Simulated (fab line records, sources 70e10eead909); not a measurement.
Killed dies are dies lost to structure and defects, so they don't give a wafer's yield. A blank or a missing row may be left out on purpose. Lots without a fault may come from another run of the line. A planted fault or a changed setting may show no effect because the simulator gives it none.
Chamber matching | flow nand_harc | NHARC_A_M1_STRIP_18 on rie_diel-08: 4 sister chambers
The step strips in N2/H2. 8 wafers are shown with their chamber, then 7 later ones without.

WAFERS WITH THEIR CHAMBER
wafer  | chamber | throttle_valve_pct (%) | rf_fwd_power_W (W)
L937.6 | 1       | 14.164                 | 998.5
L936.1 | 3       | 14.160                 | 1005.3
L950.6 | 2       | 14.159                 | 994.6
L952.1 | 1       | 14.168                 | 998.0
L952.3 | 3       | 14.160                 | 996.8
L952.4 | 2       | 14.173                 | 994.9
L958.2 | 0       | 14.165                 | 997.0
L958.4 | 0       | 14.173                 | 996.5

WAFERS WITHOUT THEIR CHAMBER
wafer  | throttle_valve_pct (%) | rf_fwd_power_W (W)
L958.6 | 14.173                 | 1000.8
L956.1 | 14.178                 | 995.4
L956.4 | 14.180                 | 1000.2
L956.6 | 14.168                 | 996.9
L957.2 | 14.169                 | 1003.1
L957.3 | 14.179                 | 996.7
L957.6 | 14.168                 | 999.0

WHICH CHAMBER EACH WENT THROUGH
wafer  | from the rows above               | in truth
L958.6 | can't be placed: 1 or 0 or 3 or 2 | 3
L956.1 | can't be placed: 0 or 2 or 1 or 3 | 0
L956.4 | can't be placed: 0 or 1 or 2 or 3 | 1
L956.6 | can't be placed: 0 or 1 or 2 or 3 | 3
L957.2 | can't be placed: 3 or 1 or 0 or 2 | 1
L957.3 | can't be placed: 0 or 1 or 2 or 3 | 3
L957.6 | can't be placed: 1 or 0 or 2 or 3 | 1
Placed correctly: 0 of 7. Can't be placed from these rows: 7 (the true chamber is among the candidates in 7). Placed wrongly: 0.
How it was worked out, from the rows above alone: a wafer's distance from a chamber is the root of the sum, over the readings, of the square of ((its reading less the chamber's mean) divided by the reading's scatter). The wafer belongs to the nearest chamber; if the next one is less than 2 further off, it can't be placed. A chamber's mean is the mean of its shown wafers. The scatter: the root of (the sum of the squares of (reading less its chamber's mean) over the shown wafers, divided by (wafers less chambers)).
